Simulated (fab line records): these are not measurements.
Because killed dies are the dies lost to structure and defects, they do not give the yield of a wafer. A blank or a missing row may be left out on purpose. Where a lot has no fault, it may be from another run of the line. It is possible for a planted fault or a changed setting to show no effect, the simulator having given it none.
Chamber matching | flow nandHarc | rieDiel-08 running NHARC_A_CONTACT_ETCH_91: 4 sister chambers
The step etches the open film in CH3F/O2, target depth 40 nm, time 85.7 s. 4 wafers are shown with their chamber, then 7 later ones without.

== WAFERS PAIRED WITH THEIR CHAMBERS ==
wafer  | chamber | showerheadPlenumPTorr (Torr)
L961.1 | 3       | 2.36
L961.5 | 1       | 2.38
L962.2 | 2       | 2.41
L962.3 | 0       | 2.38

== WAFERS WHOSE CHAMBER IS MISSING ==
wafer  | showerheadPlenumPTorr (Torr)
L962.4 | 2.38
L973.2 | 2.36
L973.3 | 2.38
L973.5 | 2.40
L976.1 | 2.38
L976.3 | 2.36
L976.4 | 2.37

== EACH ONE'S CHAMBER ==
wafer  | from the rows above          | in truth
L962.4 | can't be placed: 0 or 1      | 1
L973.2 | 3                            | 3
L973.3 | can't be placed: 0 or 1      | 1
L973.5 | can't be placed: 2 or 0 or 1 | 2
L976.1 | can't be placed: 0 or 1      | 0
L976.3 | 3                            | 3
L976.4 | can't be placed: 0 or 1 or 3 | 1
2 of 7 placed correctly. These rows do not allow placing 5 (true chamber among the candidates in 5). Wrongly placed: 0.
How it was worked out, from the rows above alone: a wafer's distance from a chamber is the root of the sum, over the readings, of the square of ((its reading less the chamber's mean) divided by the reading's scatter). The wafer belongs to the nearest chamber; if the next one is less than 2 further off, it can't be placed. Each chamber's mean is taken over the wafers shown for it. The scatter (one wafer shown for each chamber): square how far every hidden wafer sits from the nearest shown wafer, average those squares and take the square root.
